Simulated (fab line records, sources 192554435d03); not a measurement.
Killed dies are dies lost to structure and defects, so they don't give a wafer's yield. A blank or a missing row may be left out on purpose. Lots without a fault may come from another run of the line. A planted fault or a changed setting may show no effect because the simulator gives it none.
Chamber matching | flow n5_finfet | N5_BEOL_M0_SAQP_CUT_ETCH_46 on rie_diel-06: 4 sister chambers
The step etches SOC in N2/H2, target depth 135 nm, overetch 27 nm, time 202.5 s. 4 wafers are shown with their chamber, then 7 later ones without.

WAFERS WITH THEIR CHAMBER
wafer  | chamber | drypump_motor_current_A (A)
L076.5 | 2       | 6.05
L080.5 | 1       | 6.49
L087.1 | 0       | 5.78
L087.4 | 3       | 5.80

WAFERS WITHOUT THEIR CHAMBER
wafer  | drypump_motor_current_A (A)
L087.6 | 5.78
L092.2 | 6.03
L092.3 | 5.79
L092.5 | 5.79
L096.3 | 5.80
L096.5 | 6.50
L096.6 | 6.05

WHICH CHAMBER EACH WENT THROUGH
wafer  | from the rows above     | in truth
L087.6 | 0                       | 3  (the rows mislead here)
L092.2 | 2                       | 2
L092.3 | can't be placed: 0 or 3 | 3
L092.5 | can't be placed: 0 or 3 | 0
L096.3 | 3                       | 3
L096.5 | 1                       | 1
L096.6 | 2                       | 2
Placed correctly: 4 of 7. Can't be placed from these rows: 2 (the true chamber is among the candidates in 2). Placed wrongly: 1.
How it was worked out, from the rows above alone: a wafer's distance from a chamber is the root of the sum, over the readings, of the square of ((its reading less the chamber's mean) divided by the reading's scatter). The wafer belongs to the nearest chamber; if the next one is less than 2 further off, it can't be placed. A chamber's mean is the mean of its shown wafers. The scatter: with one shown wafer a chamber, the root of the mean of the squares of how far each hidden wafer lies from its nearest shown one.
